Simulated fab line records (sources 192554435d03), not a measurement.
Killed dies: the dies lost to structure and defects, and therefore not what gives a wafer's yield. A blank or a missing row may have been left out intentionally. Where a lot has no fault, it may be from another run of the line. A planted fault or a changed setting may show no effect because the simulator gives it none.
fab line records + flow n5_finfet
record:
- lots: 10
- wafers: 30
- last_day: 20
route steps=1938 shown SDB@368 HKMG_FIN@390 BEOL_M4@1111 PASSIVATION@1936
lots with no fault: from the same line, run without faults
start_h: start of the lot's first displayed wafer, in hours after the record's first day + wait_h: how many hours have passed since the lot's step before this one + " the same as in the row above + L1.1+2: a single row standing in for several wafers + - no value present, or no start provided + * or withheld: withheld + < > ~ a bound
route shown NAME@n: a module of which the file shows steps, and the number in the route of the first + usual: the fault-free wafers' mean and standard deviation + same: alike in all rows + chamber/n: place in a boat + sites: readings site by site + _std_site: standard deviation of those values + _edge_site: outer sites' mean less inner sites' + radius_mm: for every site, how far away it sits from the centre of the wafer + mask NAME#n: copy n + behind: the last tool/chamber to shape the wafer + hold: what put the lot on hold/how long, in hours/how the hold closed + device: whichever transistor did not switch (one of n, p or np) + end of line: tests run on the same wafers once the route is complete + for a step that has no rows: nothing shown but its recipe + killed: count of dies lost to structure and defects at first sort (not the wafer's yield) + map: a wafer's dies, x killed, . not, _ none there
set.NAME: the setting that was run; set.NAME@STEP: the one run at that earlier step + model.NAME: the simulator's own value behind a step, which no gauge read
one table for each step of the route and one row for each wafer, over a sample of lots
services: a tool's chamber out of use, with start hour (start_h, from the record's first day; less than 0 if before it), hours out, and reason
== steps ==
step: N5_SDB_ETCH_25
recipe:
- chemistry: C4F6/O2
- target: SiO2
- target_depth_a: 100
- time_s: 3.3
- ion_energy_ev: 250
- mask_material: SiNx
- pressure_mtorr: 30
- source_w: 345
- bias_w: 185
- Ar_flow_sccm: 300
- C4F6_flow_sccm: 10
- O2_flow_sccm: 10
usual:
- bias_w: 184.9/0.54
- drypump_motor_current_A: 5.6/0.48
- oes_product_au: 0.79/0.091
- rf_vpp_V: 665/13
- showerhead_plenum_p_Torr: 2.87/0.11
- throttle_valve_pct: 21.11/0.15
| lot.wafer | tool        | chamber | start_h | wait_h | bias_w | drypump_motor_current_A | oes_product_au | rf_hours_counter_h | rf_vpp_V | showerhead_plenum_p_Torr | throttle_valve_pct |
|-----------|-------------|---------|---------|--------|--------|-------------------------|----------------|--------------------|----------|--------------------------|--------------------|
| L466.1    | rie_diel-01 | 3       | 84.50   | 0.0    | 184.5  | 4.9                     | 0.91           | 22                 | 659      | 3.01                     | 20.81              |
| L466.3    | "           | 1       | "       | "      | 184.8  | 5.3                     | 0.72           | 211                | 674      | 2.80                     | 21.23              |
| L466.5    | "           | 1       | "       | "      | 185.0  | 5.3                     | 0.72           | -                  | 673      | 2.80                     | 21.22              |
| L467.2    | rie_diel-01 | 3       | 89.27   | 0.0    | 184.4  | 4.9                     | 0.91           | 23                 | 658      | 3.01                     | 20.81              |
| L467.4    | "           | 1       | "       | "      | 184.6  | 5.3                     | 0.72           | 213                | 672      | 2.80                     | 21.23              |
| L467.5    | "           | 1       | "       | "      | 185.8  | 5.3                     | 0.71           | -                  | 674      | 2.80                     | 21.22              |
| L471.2    | rie_diel-01 | 2       | 117.20  | 0.0    | 183.8  | 6.4                     | 0.93           | 23                 | 685      | 3.04                     | 21.09              |
| L471.3    | "           | 1       | "       | "      | 184.8  | 5.3                     | 0.71           | 223                | 674      | 2.80                     | 21.25              |
| L471.5    | "           | 3       | "       | "      | 185.8  | 4.9                     | 0.90           | -                  | 658      | 3.00                     | 20.82              |
| L472.1    | rie_diel-01 | 2       | 117.89  | 0.0    | 184.6  | 6.4                     | 0.92           | 23                 | 687      | 3.04                     | 21.09              |
| L472.5    | "           | 2       | "       | "      | 185.1  | 6.4                     | 0.92           | -                  | 683      | 3.04                     | 21.08              |
| L472.6    | "           | 1       | "       | "      | 185.2  | 5.3                     | 0.71           | -                  | 673      | 2.80                     | 21.25              |
| L474.1    | rie_diel-01 | 2       | 131.84  | 0.0    | 185.8  | 6.4                     | 0.91           | 29                 | 682      | 3.04                     | 21.09              |
| L474.2    | "           | 3       | "       | "      | 185.6  | 4.9                     | 0.90           | 38                 | 659      | 3.00                     | 20.85              |
| L474.6    | "           | 2       | "       | "      | 184.2  | 6.4                     | 0.92           | -                  | 685      | 3.04                     | 21.11              |
| L477.1    | rie_diel-02 | 0       | 150.64  | 0.6    | 185.3  | 5.3                     | 0.74           | 176                | 658      | 2.85                     | 21.12              |
| L477.2    | "           | 3       | "       | "      | 184.1  | 5.7                     | 0.69           | 223                | 668      | 2.95                     | 21.10              |
| L477.5    | "           | 0       | "       | "      | 184.7  | 5.3                     | 0.74           | -                  | 654      | 2.85                     | 21.11              |
| L478.1    | rie_diel-04 | 2       | 156.45  | 0.3    | 185.1  | 5.8                     | 0.84           | 57                 | 652      | 2.80                     | 21.06              |
| L478.3    | "           | 1       | "       | "      | 185.3  | 6.4                     | 0.70           | 227                | 642      | 2.91                     | 21.29              |
| L478.4    | "           | 0       | "       | "      | 184.5  | 5.7                     | 0.97           | 8                  | 680      | 3.00                     | 20.81              |
| L479.2    | rie_diel-02 | 3       | 162.26  | 0.0    | 183.9  | 5.6                     | 0.69           | 227                | 668      | 2.95                     | 21.11              |
| L479.3    | "           | 1       | "       | "      | 185.7  | 5.7                     | 0.79           | 127                | 665      | 2.76                     | 21.10              |
| L479.4    | "           | 0       | "       | "      | 185.2  | 5.3                     | 0.74           | 180                | 656      | 2.85                     | 21.09              |
| L480.3    | rie_diel-04 | 1       | 166.56  | 0.0    | 184.0  | 6.4                     | 0.71           | 230                | 643      | 2.91                     | 21.29              |
| L480.5    | "           | 3       | "       | "      | 185.1  | 5.8                     | 0.76           | -                  | 662      | 2.87                     | 21.14              |
| L480.6    | "           | 0       | "       | "      | 184.8  | 5.7                     | 0.96           | -                  | 680      | 3.00                     | 20.80              |
| L486.1    | rie_diel-02 | 0       | 205.44  | 0.4    | 185.0  | 5.3                     | 0.73           | 193                | 655      | 2.85                     | 21.13              |
| L486.2    | "           | 3       | "       | "      | 185.6  | 5.7                     | 0.68           | 242                | 667      | 2.94                     | 21.12              |
| L486.3    | "           | 2       | "       | "      | 184.2  | 5.9                     | 0.68           | 232                | 641      | 2.69                     | 21.45              |
step: N5_SDB_INSPECT_36
recipe:
- inspect_instrument: darkfield
- mode: post_cmp
usual:
- raw_defect_count: 36/14
| lot.wafer | tool              | chamber | start_h | wait_h | raw_defect_count |
|-----------|-------------------|---------|---------|--------|------------------|
| L466.1    | defect_inspect-01 | -       | 87.81   | 0.0    | 24               |
| L466.3    | "                 | -       | "       | "      | 19               |
| L466.5    | "                 | -       | "       | "      | 27               |
| L467.2    | defect_inspect-01 | -       | 92.60   | 0.0    | 60               |
| L467.4    | "                 | -       | "       | "      | 23               |
| L467.5    | "                 | -       | "       | "      | 65               |
| L471.2    | defect_inspect-01 | -       | 120.52  | 0.0    | 59               |
| L471.3    | "                 | -       | "       | "      | 66               |
| L471.5    | "                 | -       | "       | "      | 28               |
| L472.1    | defect_inspect-02 | -       | 121.21  | 0.0    | 46               |
| L472.5    | "                 | -       | "       | "      | 37               |
| L472.6    | "                 | -       | "       | "      | 29               |
| L474.1    | defect_inspect-01 | -       | 135.16  | 0.0    | 23               |
| L474.2    | "                 | -       | "       | "      | 68               |
| L474.6    | "                 | -       | "       | "      | 59               |
| L477.1    | defect_inspect-02 | -       | 153.96  | 0.0    | 49               |
| L477.2    | "                 | -       | "       | "      | 66               |
| L477.5    | "                 | -       | "       | "      | 36               |
| L478.1    | defect_inspect-01 | -       | 159.81  | 0.0    | 36               |
| L478.3    | "                 | -       | "       | "      | 39               |
| L478.4    | "                 | -       | "       | "      | 58               |
| L479.2    | defect_inspect-02 | -       | 165.58  | 0.0    | 27               |
| L479.3    | "                 | -       | "       | "      | 24               |
| L479.4    | "                 | -       | "       | "      | 27               |
| L480.3    | defect_inspect-01 | -       | 169.89  | 0.0    | 22               |
| L480.5    | "                 | -       | "       | "      | 43               |
| L480.6    | "                 | -       | "       | "      | 31               |
| L486.1    | defect_inspect-01 | -       | 208.76  | 0.0    | 27               |
| L486.2    | "                 | -       | "       | "      | 27               |
| L486.3    | "                 | -       | "       | "      | 49               |
step: N5_HKMG_FIN_COAT_41
recipe:
- resist: SOC
- temp_c: 250
- time_s: 60
- spin_rpm: 1500
- resist_thk_nm: 300
usual:
- heater_power_total_W: 500.1/1.8
- spin_speed_rpm: 1499.9/0.89
| lot.wafer | tool           | chamber | start_h | wait_h | heater_power_total_W | spin_speed_rpm |
|-----------|----------------|---------|---------|--------|----------------------|----------------|
| L466.1    | litho_track-04 | 0       | 89.18   | -      | 503.0                | 1501.0         |
| L466.3    | "              | 0       | "       | "      | 499.4                | 1501.1         |
| L466.5    | "              | 0       | "       | "      | 498.4                | 1501.0         |
| L467.2    | litho_track-04 | 0       | 94.02   | -      | 497.7                | 1500.2         |
| L467.4    | "              | 0       | "       | "      | 499.3                | 1500.3         |
| L467.5    | "              | 0       | "       | "      | 499.7                | 1500.1         |
| L471.2    | litho_track-02 | 0       | 121.72  | -      | 503.1                | 1499.8         |
| L471.3    | "              | 0       | "       | "      | 498.3                | 1498.5         |
| L471.5    | "              | 0       | "       | "      | 502.3                | 1500.2         |
| L472.1    | litho_track-04 | 0       | 122.50  | -      | 502.8                | 1500.3         |
| L472.5    | "              | 0       | "       | "      | 501.4                | 1501.5         |
| L472.6    | "              | 0       | "       | "      | 499.4                | 1499.7         |
| L474.1    | litho_track-02 | 0       | 136.33  | -      | 500.1                | 1500.7         |
| L474.2    | "              | 0       | "       | "      | 500.9                | 1498.4         |
| L474.6    | "              | 0       | "       | "      | 502.4                | 1500.0         |
| L477.1    | litho_track-04 | 0       | 155.24  | -      | 499.1                | 1422.7         |
| L477.2    | "              | 0       | "       | "      | 499.6                | 1422.7         |
| L477.5    | "              | 0       | "       | "      | 498.6                | 1421.5         |
| L478.1    | litho_track-05 | 0       | 161.16  | -      | 497.3                | 1499.6         |
| L478.3    | "              | 0       | "       | "      | 502.1                | 1498.6         |
| L478.4    | "              | 0       | "       | "      | 500.0                | 1499.8         |
| L479.2    | litho_track-04 | 0       | 166.92  | -      | 498.1                | 1421.8         |
| L479.3    | "              | 0       | "       | "      | 500.5                | 1421.3         |
| L479.4    | "              | 0       | "       | "      | 501.9                | 1422.6         |
| L480.3    | litho_track-02 | 0       | 171.06  | -      | 497.8                | 1500.7         |
| L480.5    | "              | 0       | "       | "      | 500.9                | 1500.8         |
| L480.6    | "              | 0       | "       | "      | 498.5                | 1501.4         |
| L486.1    | litho_track-05 | 0       | 210.03  | -      | 500.1                | 1500.6         |
| L486.2    | "              | 0       | "       | "      | 499.6                | 1499.5         |
| L486.3    | "              | 0       | "       | "      | 499.2                | 1499.5         |
step: N5_HKMG_FIN_OVL_MEAS_50
recipe:
- points_per_wafer: 44
usual:
- NDIPOLE_OVL: 0.1/0.76
| lot.wafer | tool       | chamber | start_h | wait_h | NDIPOLE_OVL[nm] |
|-----------|------------|---------|---------|--------|-----------------|
| L466.1    | overlay-02 | 0       | 89.45   | 0.0    | 1.4             |
| L466.3    | "          | 0       | "       | "      | 0.8             |
| L466.5    | "          | 0       | "       | "      | 1.3             |
| L467.2    | overlay-02 | 0       | 94.30   | 0.0    | -0.5            |
| L467.4    | "          | 0       | "       | "      | -0.7            |
| L467.5    | "          | 0       | "       | "      | -0.6            |
| L471.2    | overlay-01 | 0       | 121.99  | 0.0    | 0.2             |
| L471.3    | "          | 0       | "       | "      | 0.4             |
| L471.5    | "          | 0       | "       | "      | 0.3             |
| L472.1    | overlay-02 | 0       | 122.77  | 0.0    | 0.2             |
| L472.5    | "          | 0       | "       | "      | -0.7            |
| L472.6    | "          | 0       | "       | "      | 0.6             |
| L474.1    | overlay-02 | 0       | 136.60  | 0.0    | -1.1            |
| L474.2    | "          | 0       | "       | "      | -0.9            |
| L474.6    | "          | 0       | "       | "      | 0.2             |
| L477.1    | overlay-01 | 0       | 155.52  | 0.0    | -0.7            |
| L477.2    | "          | 0       | "       | "      | 0.4             |
| L477.5    | "          | 0       | "       | "      | 0.4             |
| L478.1    | overlay-01 | 0       | 161.56  | 0.0    | -1.1            |
| L478.3    | "          | 0       | "       | "      | -0.7            |
| L478.4    | "          | 0       | "       | "      | -0.6            |
| L479.2    | overlay-02 | 0       | 167.20  | 0.0    | 1.0             |
| L479.3    | "          | 0       | "       | "      | 0.8             |
| L479.4    | "          | 0       | "       | "      | 0.6             |
| L480.3    | overlay-01 | 0       | 171.47  | 0.0    | 0.0             |
| L480.5    | "          | 0       | "       | "      | -0.4            |
| L480.6    | "          | 0       | "       | "      | -0.4            |
| L486.1    | overlay-01 | 0       | 210.43  | 0.0    | -0.1            |
| L486.2    | "          | 0       | "       | "      | -0.8            |
| L486.3    | "          | 0       | "       | "      | 1.0             |
step: N5_BEOL_M4_RC_MEAS_101
usual:
- DIBL_N: 36.7/1.8
- DIBL_P: 37.0/2.4
- IOFF_N: 0.17/0.036
- IOFF_P: 0.22/0.042
- ION_N: 673/12
- ION_P: 462/8.5
- SS_N: 71.7/0.62
- SS_P: 73.4/0.65
- VT_N: 250/3.7
- VT_P: -250/3.7
| lot.wafer | tool      | chamber | start_h | wait_h | DIBL_N[mV/V] | DIBL_P[mV/V] | IOFF_N[nA/um] | IOFF_P[nA/um] | ION_N[uA/um] | ION_P[uA/um] | SS_N[mV/dec] | SS_P[mV/dec] | VT_N[mV] | VT_P[mV] |
|-----------|-----------|---------|---------|--------|--------------|--------------|---------------|---------------|--------------|--------------|--------------|--------------|----------|----------|
| L466.1    | prober-02 | 0       | 211.89  | 0.0    | 38.2         | 38.0         | 0.18          | 0.24          | 671          | 462          | 72.3         | 73.9         | 249      | -246     |
| L466.3    | "         | 0       | "       | "      | 35.4         | 34.7         | 0.13          | 0.20          | 674          | 470          | 71.2         | 72.7         | 253      | -248     |
| L466.5    | "         | 0       | "       | "      | 36.1         | 35.7         | 0.15          | 0.21          | 661          | 462          | 71.0         | 72.8         | 250      | -251     |
| L467.2    | prober-02 | 0       | 214.95  | 0.2    | 34.1         | 34.9         | 0.11          | 0.15          | 642          | 447          | 71.1         | 73.3         | 257      | -253     |
| L467.4    | "         | 0       | "       | "      | 36.1         | 36.7         | 0.13          | 0.18          | 654          | 443          | 71.3         | 72.7         | 257      | -252     |
| L467.5    | "         | 0       | "       | "      | 33.6         | 34.7         | 0.11          | 0.15          | 647          | 446          | 70.5         | 72.5         | 256      | -255     |
| L471.2    | prober-02 | 0       | 233.76  | 0.2    | 41.1         | 41.2         | 0.24          | 0.27          | 692          | 467          | 72.5         | 73.7         | 244      | -251     |
| L471.3    | "         | 0       | "       | "      | 38.2         | 38.3         | 0.18          | 0.20          | 672          | 456          | 72.0         | 73.1         | 248      | -255     |
| L471.5    | "         | 0       | "       | "      | 37.5         | 37.9         | 0.17          | 0.21          | 670          | 451          | 71.7         | 73.3         | 247      | -251     |
| L474.1    | prober-02 | 0       | 237.03  | 0.0    | 37.4         | 38.1         | 0.18          | 0.23          | 675          | 459          | 71.5         | 74.1         | 248      | -251     |
| L474.2    | "         | 0       | "       | "      | 36.3         | 37.3         | 0.16          | 0.23          | 687          | 471          | 71.8         | 73.4         | 249      | -250     |
| L474.6    | "         | 0       | "       | "      | 37.2         | 36.4         | 0.16          | 0.21          | 689          | 470          | 71.9         | 73.1         | 248      | -250     |
| L472.1    | prober-01 | 0       | 237.71  | 0.0    | 35.9         | 35.9         | 0.17          | 0.25          | 683          | 479          | 71.0         | 72.7         | 246      | -243     |
| L472.5    | "         | 0       | "       | "      | 35.4         | 35.4         | 0.15          | 0.24          | 667          | 470          | 72.1         | 72.2         | 250      | -244     |
| L472.6    | "         | 0       | "       | "      | 37.8         | 37.7         | 0.20          | 0.29          | 672          | 474          | 71.9         | 73.1         | 245      | -243     |
| L478.1    | prober-02 | 0       | 269.87  | 0.0    | 38.3         | 41.0         | 0.20          | 0.29          | 686          | 484          | 72.5         | 74.2         | 246      | -244     |
| L478.3    | "         | 0       | "       | "      | 36.7         | 38.9         | 0.19          | 0.27          | 693          | 477          | 71.0         | 73.6         | 246      | -244     |
| L478.4    | "         | 0       | "       | "      | 38.1         | 40.2         | 0.22          | 0.29          | 693          | 479          | 71.9         | 73.2         | 241      | -246     |
| L479.2    | prober-02 | 0       | 272.55  | 0.2    | 34.4         | 35.6         | 0.13          | 0.18          | 669          | 461          | 69.5         | 72.7         | 251      | -253     |
| L479.3    | "         | 0       | "       | "      | 36.2         | 37.1         | 0.15          | 0.22          | 677          | 474          | 71.6         | 73.1         | 249      | -247     |
| L479.4    | "         | 0       | "       | "      | 34.7         | 35.4         | 0.13          | 0.18          | 654          | 457          | 71.0         | 73.0         | 251      | -251     |
| L477.1    | prober-01 | 0       | 280.22  | 0.0    | 36.7         | 38.6         | 0.16          | 0.23          | 667          | 458          | 71.5         | 74.3         | 250      | -251     |
| L477.2    | "         | 0       | "       | "      | 35.1         | 35.9         | 0.14          | 0.18          | 662          | 453          | 72.0         | 74.2         | 252      | -257     |
| L477.5    | "         | 0       | "       | "      | 37.1         | 38.7         | 0.19          | 0.23          | 691          | 466          | 71.7         | 74.5         | 245      | -253     |
| L480.3    | prober-02 | 0       | 282.98  | 0.3    | 39.3         | 41.1         | 0.23          | 0.29          | 690          | 478          | 71.9         | 73.8         | 243      | -244     |
| L480.5    | "         | 0       | "       | "      | 40.1         | 41.8         | 0.24          | 0.32          | 694          | 473          | 72.3         | 74.4         | 243      | -242     |
| L480.6    | "         | 0       | "       | "      | 37.9         | 40.0         | 0.21          | 0.28          | 692          | 478          | 72.5         | 74.2         | 243      | -242     |
| L486.1    | prober-01 | 0       | 355.73  | 0.0    | 36.6         | 36.4         | 0.15          | 0.19          | 669          | 454          | 71.8         | 72.8         | 251      | -252     |
| L486.2    | "         | 0       | "       | "      | 36.8         | 35.9         | 0.16          | 0.20          | 682          | 464          | 71.9         | 73.6         | 248      | -253     |
| L486.3    | "         | 0       | "       | "      | 35.9         | 35.0         | 0.14          | 0.18          | 670          | 455          | 71.6         | 73.4         | 251      | -254     |
step: N5_PASSIVATION_PROBE_49
usual:
- defect_limited_yield: 91.1/1.4
- killed_at_M0_to_M3: 32/9.3
- killed_at_M4_up: 13/5.8
- killed_at_contacts: 12/6.3
- killed_at_front_end: 44/12
- killed_at_other: 3.6/2.7
- killed_dies: 104/17
- killed_open: 69/13
- killed_short: 34/6.9
- sort_bin_5_function: 5.2/0.98
- sort_bin_6_memory: 3.3/0.59
- sort_bin_8_speed: 0.01/0.039
- sort_n_pass: 1075/17
same:
- gross_dies: 1180
- killed_at_back_side: 0
- sort_bin_4_leakage[%]: 0
| lot.wafer | tool      | chamber | start_h | wait_h | defect_limited_yield[%] | killed_at_M0_to_M3 | killed_at_M4_up | killed_at_contacts | killed_at_front_end | killed_at_other | killed_dies | killed_open | killed_short | sort_bin_5_function[%] | sort_bin_6_memory[%] | sort_bin_8_speed[%] | sort_n_pass |
|-----------|-----------|---------|---------|--------|-------------------------|--------------------|-----------------|--------------------|---------------------|-----------------|-------------|-------------|--------------|------------------------|----------------------|---------------------|-------------|
| L466.1    | prober-02 | -       | 318.92  | 0.0    | 92.1                    | 32                 | 14              | 4                  | 38                  | 5               | 93          | 56          | 35           | 4.2                    | 3.1                  | 0                   | 1087        |
| L466.3    | prober-02 | -       | 319.02  | 0.1    | 92.6                    | 36                 | 13              | 9                  | 24                  | 5               | 87          | 65          | 22           | 5.0                    | 2.2                  | 0                   | 1093        |
| L466.5    | prober-02 | -       | 319.12  | 0.2    | 92.8                    | 27                 | 9               | 7                  | 40                  | 2               | 85          | 50          | 34           | 4.4                    | 2.5                  | 0                   | 1095        |
| L472.1    | prober-02 | -       | 340.32  | 0.0    | 91.0                    | 44                 | 12              | 8                  | 40                  | 2               | 106         | 63          | 43           | 5.4                    | 3.1                  | 0                   | 1074        |
| L472.5    | prober-02 | -       | 340.52  | 0.2    | 91.8                    | 39                 | 5               | 21                 | 30                  | 2               | 97          | 55          | 42           | 5.0                    | 2.9                  | 0                   | 1083        |
| L472.6    | prober-02 | -       | 340.57  | 0.3    | 91.5                    | 41                 | 11              | 11                 | 35                  | 2               | 100         | 55          | 45           | 4.1                    | 3.6                  | 0                   | 1080        |
killed by level:class
L466.1 FIN_SAQP:geometric_particle:short=10 FIN_SAQP:geometric_particle:open=9 BEOL_M3:geometric_particle:open=9 BEOL_M0_SAQP:geometric_particle:short=8 STI_FIN_REVEAL:geometric_particle:open=6 BEOL_M0_SAQP:geometric_particle:open=4 BEOL_M1:geometric_particle:open=4 BEOL_M5:geometric_particle:open=4
L466.3 BEOL_M0_SAQP:geometric_particle:short=9 BEOL_M3:geometric_particle:open=8 BEOL_M2:geometric_particle:open=7 MOL_CONTACT_COAG:geometric_particle:open=6 BEOL_M1:geometric_particle:open=6 BEOL_M6:geometric_particle:open=5 ILD0:geometric_particle:open=5 BEOL_M0_SAQP:geometric_particle:open=5
L466.5 BEOL_M2:geometric_particle:open=9 FIN_SAQP:geometric_particle:short=8 STI_FIN_REVEAL:geometric_particle:open=8 MOL_CONTACT_COAG:geometric_particle:open=6 GATE_CUT:geometric_particle:short=5 BEOL_M3:geometric_particle:open=5 DUMMY_GATE:geometric_particle:open=4 BEOL_M1:geometric_particle:open=4
L472.1 FIN_SAQP:geometric_particle:open=15 BEOL_M0_SAQP:geometric_particle:short=13 FIN_SAQP:geometric_particle:short=8 MOL_CONTACT_COAG:geometric_particle:open=7 BEOL_M0_SAQP:geometric_particle:open=6 BEOL_M2:geometric_particle:open=5 STI_FIN_REVEAL:geometric_particle:open=5 BEOL_M1:geometric_particle:open=5
L472.5 MOL_CONTACT_COAG:geometric_particle:open=16 BEOL_M0_SAQP:geometric_particle:open=14 BEOL_M0_SAQP:geometric_particle:short=11 FIN_SAQP:geometric_particle:short=10 MOL_CONTACT_COAG:geometric_particle:short=5 GATE_CUT:geometric_particle:short=4 BEOL_M1:geometric_particle:open=4 STI_FIN_REVEAL:geometric_particle:open=3
L472.6 FIN_SAQP:geometric_particle:short=13 BEOL_M0_SAQP:geometric_particle:open=10 BEOL_M0_SAQP:geometric_particle:short=8 MOL_CONTACT_COAG:geometric_particle:open=6 BEOL_M2:geometric_particle:open=6 BEOL_M3:geometric_particle:open=6 FIN_SAQP:geometric_particle:open=5 MOL_CONTACT_COAG:geometric_particle:short=5
== services ==
| tool        | chamber | start_h | hours | kind                          |
|-------------|---------|---------|-------|-------------------------------|
| rie_diel-01 | 2       | 69.28   | 5.1   | repair                        |
| rie_diel-01 | -       | 76.56   | 0.6   | repair                        |
| rie_diel-04 | 1       | 107.92  | 4.6   | repair                        |
| rie_diel-04 | 0       | 112.71  | -     | clean                         |
| rie_diel-04 | 0       | 112.71  | -     | consumable_replace:focus_ring |
| rie_diel-04 | 0       | 112.71  | -     | consumable_replace:showerhead |
| rie_diel-04 | 0       | 112.71  | 17.8  | scheduled_down                |
| rie_diel-04 | 0       | 112.71  | 17.8  | vent_cycle                    |
| rie_diel-04 | 2       | 158.20  | 4.0   | repair                        |
| rie_diel-04 | 1       | 175.91  | 66.9  | repair                        |
| rie_diel-01 | 1       | 192.52  | -     | clean                         |
| rie_diel-01 | 1       | 192.52  | -     | consumable_replace:focus_ring |
== key ==
first_sign:
- step: N5_HKMG_FIN_COAT_41
- reading: spin_speed_rpm
- direction: down
- sigmas: 88
- usual: *
- struck: *
effect none on later readings
met_at N5_HKMG_FIN_COAT_41
struck_lots L477,L479
not_acting_at N5_SDB_ETCH_25,N5_SDB_INSPECT_36,N5_HKMG_FIN_OVL_MEAS_50
onset_between 122.50 155.24
fault:
- kind: process_parameter_drift
- tool: litho_track-04
- chamber: -
- onset_h: 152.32
- steps: N5_HKMG_FIN_COAT_41
- channel: spin_rpm
- offset: *
- shape: step
- end_h: 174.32
- acts_in: *
- stated: *
